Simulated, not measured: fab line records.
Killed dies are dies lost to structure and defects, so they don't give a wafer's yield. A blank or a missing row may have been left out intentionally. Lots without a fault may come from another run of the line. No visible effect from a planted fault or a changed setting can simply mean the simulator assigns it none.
A lot that was struck, set against a sound lot	flow n5Finfet	35 steps out of a route of 1938
Sound: the wafers L107.3, L107.4, L107.6. The struck wafers were L114.1, L114.3, L114.4. At the end, the cause is stated.
Order at every step that has rows: each side's tool, ch and its chambers, its first start. Under that, the readings that differ: sound wafers	struck wafers	difference of the means	sigmas: that difference in standard deviations of wafers without a fault.
alike: same words and numbers on both sides, and readings whose means sit less than 2 such deviations apart. not compared: any withheld reading, any reading some wafer has no value for, any bound like >300 that may hide the same value, and any number with overlapping values for which the record gives no deviation.
Wherever a step has rows on one side only, a row that says differs or no value, or a row with sigmas, the two part there. Numbers that have no deviation but don't overlap get no sigmas and don't part them. A reading missing from all wafers of one side parts the sides only when that side holds two or more wafers.

first, 11 steps without rows for these wafers: N5_BEOL_M10_HM_STRIP_39 (strips TiN in peroxide tin strip, target depth 25 nm, time 158 s); N5_BEOL_M10_SRD_40 (time 30 s); N5_BEOL_M10_PRECLEAN_42 (cleans in residue remover, time 60 s); N5_BEOL_M10_SRD_43 (time 30 s); N5_BEOL_M10_CURE_72 (cures SiCOH lowk, time 120 s); N5_BEOL_M10_DEGAS_44 (time 60 s); N5_BEOL_M10_PRE_CLEAN_45 (time 30 s); N5_BEOL_M10_ALD_74 (deposits TaN, target thk 2 nm, pulse time 2 s, purge time 3 s); N5_BEOL_M10_SURFACE_TREAT_76; N5_BEOL_M10_CVD_75 (deposits Co from CCTBA/H2, target thk 2 nm, time 138.9 s); N5_BEOL_M10_SPUTTER_48 (material Cu, target thk 12 nm, time 2 s).
N5_BEOL_M10_ECD_50: material Cu, target thk 318 nm.
  sound on ecdCu-02 ch 0,1, day 11 15:17; struck on ecdCu-01 ch 0,1, day 14 01:57
then, 22 steps without rows for these wafers: N5_BEOL_M10_ANNEAL_51 (time 90 s); N5_BEOL_M10_CMP_52 (polishes, stops on SiCOH lowk, t overpolish 7 s, target thk 140 nm); N5_BEOL_M10_PRE_CLEAN_55 (time 15 s); N5_BEOL_M10_DEP_56 (deposits SiCN from 3MS/NH3, target thk 15 nm, time 26.5 s); N5_BEOL_M11_ILD_DEP_00 (deposits SiCOH lowk from DEMS/porogen, target thk 308.51 nm, time 58 s); N5_BEOL_M11_CURE_71 (cures SiCOH lowk, time 240 s); N5_BEOL_M11_PECVD_70 (deposits SiO2 from TEOS/O2, target thk 20 nm, time 22.7 s); N5_BEOL_M11_HM_DEP_02 (deposits TiN, target thk 20 nm); N5_BEOL_M11_COAT_59 (time 60 s, resist thk 100 nm); N5_BEOL_M11_COAT_60 (time 60 s, resist thk 30 nm); N5_BEOL_M11_COAT_05 (resist thk 90 nm); N5_BEOL_M11_EBR_07; N5_BEOL_M11_SOFTBAKE_06 (time 60 s); N5_BEOL_M11_EXPOSE_08 (exposes mask M11); N5_BEOL_M11_PEB_09 (peb time 60 s); N5_BEOL_M11_DEVELOP_10 (develop time 30 s); N5_BEOL_M11_DESCUM_16 (chemistry O2, time 7.9 s); N5_BEOL_M11_ETCH_61 (etches SiARC in CF4, target depth 39 nm, time 65 s); N5_BEOL_M11_ETCH_62 (etches SOC in N2/H2, target depth 110 nm, overetch 22 nm, time 165 s); N5_BEOL_M11_STRIP_68 (strips in N2/H2); N5_BEOL_M11_STRIP_67 (strips in CF4); N5_BEOL_M11_HM_OPEN_17 (chemistry Cl2/BCl3, target TiN, target depth 20 nm, overetch 6 nm).
N5_PASSIVATION_PROBE_49:
  struck on prober-01, day 16 00:31; sound on prober-01, day 13 18:39
reading	sound	struck	difference	sigmas
defectLimitedYield (%)	92.1 90.5 93.0	73.8 69.9 70.4	-20.5	-14
killed_at_M4_up	6 14 6	265 279 283	+267	+44
killedDies	93 112 83	309 355 349	+242	+13
killedOnRim	14 10 10	40 47 50	+34	+9
sort_bin_5_function (%)	4.3 5.8 4.1	15.1 17.9 18.3	+12.4	+12
sort_bin_6_memory (%)	3.3 3.3 2.7	10.2 9.7 9.6	+6.7	+10
sortNPass	1087 1068 1097	871 825 831	-242	-13
sortYieldPct (%)	92.1 90.5 93.0	73.8 69.9 70.4	-20.5	-13
  alike: killed_at_M0_to_M3, killedAtContacts, killedAtFrontEnd, killedAtOther, killedOpen, killedShort

== WHERE THEY PART ==
Only at N5_PASSIVATION_PROBE_49, as far as this record shows.

WHY: the cause the simulator had injected
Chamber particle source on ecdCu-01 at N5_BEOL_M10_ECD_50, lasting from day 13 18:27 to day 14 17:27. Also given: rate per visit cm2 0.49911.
